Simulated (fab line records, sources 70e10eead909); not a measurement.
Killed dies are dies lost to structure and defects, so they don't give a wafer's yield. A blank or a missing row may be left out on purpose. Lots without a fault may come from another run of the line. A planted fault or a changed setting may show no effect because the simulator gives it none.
fab line records | flow nand_harc | part 2 of 2: steps 5 to 6 of 6
record lots=23 wafers=69 last_day=33
route steps=1302 shown A_STAIRCASE@808 A_SGD_CUT@904 A_SLIT@922
lots that met no fault: from a run of the same line without faults
start_h: hours from the record's first day to the start of the lot's first wafer shown | wait_h: hours since the lot's step before | " the same as in the row above | L1.1+2: a row that stands for several wafers | - no value, or no start given | * or withheld: withheld | < > ~ a bound
route shown NAME@n: a module of which the file shows steps, and the number in the route of the first | usual: mean/standard deviation of fault-free wafers | same: alike in all rows | chamber/n: place in a boat | sites: the reading at each site | _std_site: their standard deviation | _edge_site: outer sites' mean less inner sites' | radius_mm: how far each site lies from the wafer's centre | mask NAME#n: copy n | behind: the tool/chamber that last shaped the wafer | hold: why the lot was held/for how many hours/how that ended | device: the transistor (n, p or np) that didn't switch | end of line: the same wafers' tests at the end of the route | a step without rows: its recipe alone | killed: dies lost to structure and defects at the first sort, not the wafer's yield | map: a wafer's dies, x killed, . not, _ none there
set.NAME: the setting as run; set.NAME@STEP: as run at that earlier step | model.NAME: the simulator's own value behind a step, which no gauge read
steps of the route over a sample of lots; a table a step, a row a wafer
services: from which hour (start_h, from the record's first day; less than 0 if before it) a tool's chamber was out of use, for how many hours, and why
## steps
# step NHARC_A_SGD_CUT_DESCUM_14
# recipe time_s=3 o2_flow_sccm=200 ar_flow_sccm=0 bias_power_w=0 chemistry=O2
# usual chamber_pressure_mTorr=59.99/0.055 drypump_motor_current_A=5.97/0.28 oes_product_au=0.998/0.014 rf_vpp_V=57.6/0.92 showerhead_plenum_p_Torr=1.86/0.066 throttle_valve_pct=11.311/0.0093
# columns lot.wafer tool chamber start_h wait_h chamber_pressure_mTorr drypump_motor_current_A oes_product_au rf_hours_counter_h rf_vpp_V showerhead_plenum_p_Torr throttle_valve_pct
L074.2 rie_diel-09 3 427.63 0.1 59.93 6.04 0.981 5 56.6 1.85 11.316
L074.1 " 0 " " 60.04 5.96 1.018 5 57.2 1.79 11.311
L074.5 " 1 " " 60.09 5.66 0.991 - 57.6 2.02 11.320
L075.1 rie_diel-03 3 445.14 0.1 59.98 6.18 0.969 12 58.6 1.91 11.327
L075.2 " 0 " " 59.99 5.71 0.972 14 57.1 1.81 11.316
L075.5 " 0 " " 60.06 5.70 0.979 - 56.7 1.81 11.330
L076.3 rie_diel-08 3 445.34 0.1 60.06 5.49 1.003 4 57.0 1.86 11.302
L076.1 " 0 " " 59.92 5.94 0.990 3 59.1 1.85 11.310
L076.6 " 1 " " 59.99 5.84 0.996 - 57.2 1.89 11.314
L078.4 rie_diel-03 3 476.29 0.1 60.07 6.19 0.989 1 58.6 1.91 11.315
L078.5 " 1 " " 60.03 6.59 0.994 - 56.9 1.94 11.298
L078.6 " 2 " " 59.95 5.93 1.003 - 58.2 1.80 11.310
L077.2 rie_diel-08 0 476.50 0.1 60.01 5.92 0.993 5 57.3 1.85 11.312
L077.1 " 1 " " 59.99 5.85 0.993 5 57.1 1.88 11.318
L077.5 " 3 " " 59.93 5.52 0.998 - 58.4 1.86 11.302
L079.3 rie_diel-09 0 476.81 0.1 60.02 5.98 1.016 8 57.2 1.79 11.309
L079.4 " 2 " " 59.94 6.02 1.000 8 59.4 1.86 11.321
L079.6 " 0 " " 59.89 5.98 1.011 - 56.1 1.79 11.320
L081.4 rie_diel-09 1 506.97 0.1 59.93 5.64 0.990 0 57.1 2.01 11.313
L081.2 " 3 " " 59.95 6.08 1.000 0 58.3 1.84 11.311
L081.5 " 1 " " 59.90 5.67 1.004 - 57.8 2.02 11.307
L080.4 rie_diel-03 0 507.12 0.1 60.09 5.75 1.011 3 58.3 1.81 11.310
L080.2 " 1 " " 60.02 6.58 1.014 3 59.5 1.94 11.301
L080.5 " 1 " " 59.98 6.60 1.007 - 57.9 1.94 11.318
L082.4 rie_diel-08 2 507.27 0.1 59.95 6.22 0.976 6 57.6 1.80 11.323
L082.2 " 3 " " 59.99 5.50 0.999 5 58.5 1.86 11.314
L082.6 " 3 " " 59.98 5.52 0.999 - 56.4 1.86 11.317
L083.2 rie_diel-09 2 535.11 0.1 59.95 6.03 0.992 1 56.4 1.86 11.306
L083.3 " 3 " " 60.07 6.07 1.000 2 57.0 1.84 11.312
L083.5 " 2 " " 59.96 6.03 1.000 - 58.3 1.86 11.304
L084.3 rie_diel-03 0 535.52 0.1 59.98 5.75 1.003 6 56.0 1.81 11.317
L084.1 " 1 " " 59.97 6.71 0.990 5 57.3 1.94 11.305
L084.2 " 2 " " 59.94 5.95 1.001 5 55.8 1.80 11.308
L085.1 rie_diel-09 3 539.27 0.1 60.01 6.04 1.012 2 58.9 1.84 11.320
L085.3 " 0 " " 60.01 5.93 1.023 2 56.5 1.79 11.297
L085.6 " 0 " " 59.99 5.99 1.019 - 57.2 1.79 11.305
L086.2 rie_diel-08 2 557.95 0.1 60.02 6.20 0.980 0 58.0 1.80 11.317
L086.4 " 1 " " 59.97 5.85 0.992 0 56.6 1.88 11.301
L086.6 " 3 " " 59.87 5.49 1.005 - 58.0 1.86 11.309
L087.2 rie_diel-09 2 569.37 0.1 59.93 6.04 1.001 3 57.7 1.86 11.324
L087.1 " 3 " " 59.98 6.08 0.996 4 56.6 1.84 11.320
L087.6 " 2 " " 60.06 6.06 1.006 - 56.5 1.86 11.336
L089.4 rie_diel-08 3 585.38 0.1 60.03 5.51 0.978 1 57.7 1.86 11.306
L089.2 " 0 " " 60.08 5.94 0.995 1 57.9 1.85 11.305
L089.5 " 1 " " 60.06 5.85 0.991 - 59.9 1.88 11.294
L088.3 rie_diel-09 1 585.60 0.1 60.03 5.65 1.014 4 60.1 2.01 11.314
L088.6 " 2 " " 59.99 6.04 1.011 - 58.4 1.86 11.311
L088.5 " 3 " " 59.97 6.07 1.021 - 57.1 1.84 11.302
L090.2 rie_diel-09 3 595.78 0.1 60.05 6.08 1.004 5 58.3 1.84 11.327
L090.1 " 0 " " 59.95 6.02 1.016 5 57.6 1.79 11.325
L090.3 " 1 " " 59.97 5.64 0.999 5 58.6 2.01 11.321
L091.2 rie_diel-03 0 596.88 0.1 59.91 5.72 1.016 11 58.4 1.81 11.292
L091.3 " 1 " " 59.93 6.70 0.991 10 59.2 1.94 11.318
L091.6 " 3 " " 59.96 6.20 1.003 - 58.4 1.91 11.308
L092.3 rie_diel-09 2 607.31 0.1 59.91 6.03 1.013 5 56.2 1.86 11.314
L092.1 " 3 " " 60.00 6.06 1.001 5 58.1 1.84 11.310
L092.5 " 2 " " 59.93 6.05 1.004 - 58.1 1.86 11.314
L093.3 rie_diel-03 0 617.05 0.1 60.02 5.72 0.992 13 56.9 1.81 11.304
L093.5 " 0 " " 59.93 5.75 0.995 - 57.7 1.81 11.310
L093.6 " 1 " " 60.02 6.65 0.972 - 57.9 1.94 11.322
L094.1 rie_diel-09 0 633.73 0.1 60.06 6.01 1.014 8 59.0 1.79 11.307
L094.4 " 0 " " 60.06 5.97 1.019 - 57.6 1.79 11.306
L094.5 " 1 " " 60.05 5.69 1.000 - 58.1 2.01 11.309
L095.1 rie_diel-08 1 655.47 0.1 59.98 5.86 0.996 4 56.8 1.88 11.307
L095.4 " 2 " " 59.99 6.20 0.989 4 56.7 1.80 11.320
L095.5 " 0 " " 59.92 5.95 1.003 - 57.9 1.85 11.329
L097.4 rie_diel-08 3 675.46 0.1 59.97 5.52 0.988 6 56.6 1.86 11.312
L097.3 " 1 " " 60.02 5.85 0.979 6 57.6 1.88 11.288
L097.1 " 2 " " 60.13 6.22 0.999 5 56.4 1.80 11.307
# step NHARC_A_SLIT_DEP_25
# recipe target_thk_a=2000 temp_c=400 pressure_torr=6.5 rf_w=900 teos_flow_sccm=161.4 flow_sccm=2650 target_thk_nm=200 gas=O2 material=SiO2
# usual heater_power_w=567/77 throttle_valve_pct=16.1/0.43
# columns lot.wafer tool chamber start_h wait_h heater_power_w since_wet_clean_h throttle_valve_pct
L074.1 pecvd-01 1 433.93 0.1 460 110 15.3
L074.2 " 2 " " 526 110 16.3
L074.5 " 1 " " 467 - 15.5
L076.1 pecvd-01 2 451.71 0.1 498 128 16.3
L076.3 " 0 " " 431 128 15.8
L076.6 " 1 " " 533 - 15.6
L075.2 pecvd-03 1 451.81 0.1 619 73 16.4
L075.1 " 2 " " 709 73 16.7
L075.5 " 0 " " 630 - 15.9
L077.1 pecvd-01 1 482.99 0.1 537 159 15.6
L077.2 " 0 " " 440 159 15.9
L077.5 " 1 " " 402 - 15.7
L079.3 pecvd-04 0 483.03 0.1 596 20 15.5
L079.6 " 0 " " 586 - 15.3
L079.4 " 1 " " 607 - 16.6
L078.6 pecvd-03 1 483.24 0.3 618 - 16.4
L078.5 " 2 " " 659 - 16.7
L078.4 " 0 " " 611 - 15.9
L081.2 pecvd-04 2 513.60 0.1 573 50 16.2
L081.5 " 1 " " 643 - 16.7
L081.4 " 2 " " 588 - 16.3
L082.2 pecvd-03 2 513.72 0.3 639 135 16.7
L082.6 " 1 " " 594 - 16.4
L082.4 " 0 " " 586 - 16.2
L080.2 pecvd-04 1 513.79 0.3 703 50 16.4
L080.5 " 1 " " 702 - 16.7
L080.4 " 2 " " 583 - 16.0
L084.2 pecvd-01 2 543.82 0.1 525 39 15.5
L084.3 " 0 " " 503 39 15.5
L084.1 " 1 " " 507 39 15.7
L083.2 pecvd-04 0 543.86 0.1 543 80 15.5
L083.3 " 1 " " 708 80 16.8
L083.5 " 0 " " 571 - 15.4
L085.3 pecvd-03 2 543.97 0.1 658 165 16.9
L085.1 " 0 " " 671 165 16.1
L085.6 " 2 " " 674 - 16.5
L086.2 pecvd-01 1 564.56 0.1 508 60 15.3
L086.4 " 2 " " 495 - 15.6
L086.6 " 0 " " 434 - 15.7
L087.2 pecvd-01 1 575.91 0.1 540 71 15.6
L087.1 " 2 " " 446 71 15.6
L087.6 " 0 " " 485 - 15.7
L089.2 pecvd-04 2 592.00 0.1 639 129 16.1
L089.5 " 0 " " 665 - 15.7
L089.4 " 2 " " 663 - 16.3
L088.3 pecvd-03 1 592.01 0.1 640 32 16.1
L088.5 " 2 " " 600 - 16.1
L088.6 " 1 " " 640 - 16.4
L091.3 pecvd-01 1 602.38 0.1 495 97 15.5
L091.2 " 0 " " 466 97 15.8
L091.6 " 2 " " 512 - 15.7
L090.1 pecvd-03 0 602.40 0.1 504 42 16.1
L090.3 " 1 " " 578 42 16.4
L090.2 " 2 " " 575 43 16.3
L092.3 pecvd-03 1 614.52 0.1 652 55 16.8
L092.1 " 2 " " 674 55 16.4
L092.5 " 0 " " 572 - 16.0
L093.3 pecvd-01 1 624.11 0.1 536 119 15.9
L093.6 " 1 " " 513 - 16.0
L093.5 " 2 " " 523 - 15.9
L094.1 pecvd-03 2 640.59 0.1 587 81 16.4
L094.5 " 1 " " 564 - 16.2
L094.4 " 0 " " 636 - 16.1
L095.1 pecvd-01 1 662.32 0.1 514 157 15.8
L095.4 " 0 " " 503 - 15.9
L095.5 " 1 " " 513 - 15.8
L097.3 pecvd-03 0 682.24 0.1 542 122 16.3
L097.1 " 1 " " 623 122 16.5
L097.4 " 0 " " 563 - 16.0
## services
# columns tool chamber start_h hours kind
pecvd-03 - 366.00 13.0 pm
rie_diel-07 - 377.09 0.3 repair
cmp-02 - 380.33 1.7 repair
rie_diel-13 3 393.56 9.1 repair
pecvd-03 1 428.01 2.1 repair
cmp-02 - 430.39 4.0 pm
pecvd-04 - 450.52 13.0 pm
rie_diel-07 - 471.41 9.0 pm
rie_diel-09 - 491.30 1.5 repair
rie_diel-09 - 497.31 9.0 pm
rie_diel-13 - 519.00 9.0 pm
cmp-02 - 528.39 4.0 pm
pecvd-03 - 547.00 13.0 pm
pecvd-03 0 571.66 3.6 repair
cmp-02 - 581.31 1.3 repair
cmp-02 - 586.97 0.3 repair
rie_diel-07 3 594.49 7.4 repair
cmp-02 - 626.39 4.0 pm
pecvd-04 - 631.52 13.0 pm
rie_diel-07 - 648.41 9.0 pm
rie_diel-13 3 648.51 3.9 repair
pecvd-04 - 651.56 5.4 repair
pecvd-04 - 670.03 0.6 repair
rie_diel-07 - 670.46 0.1 repair
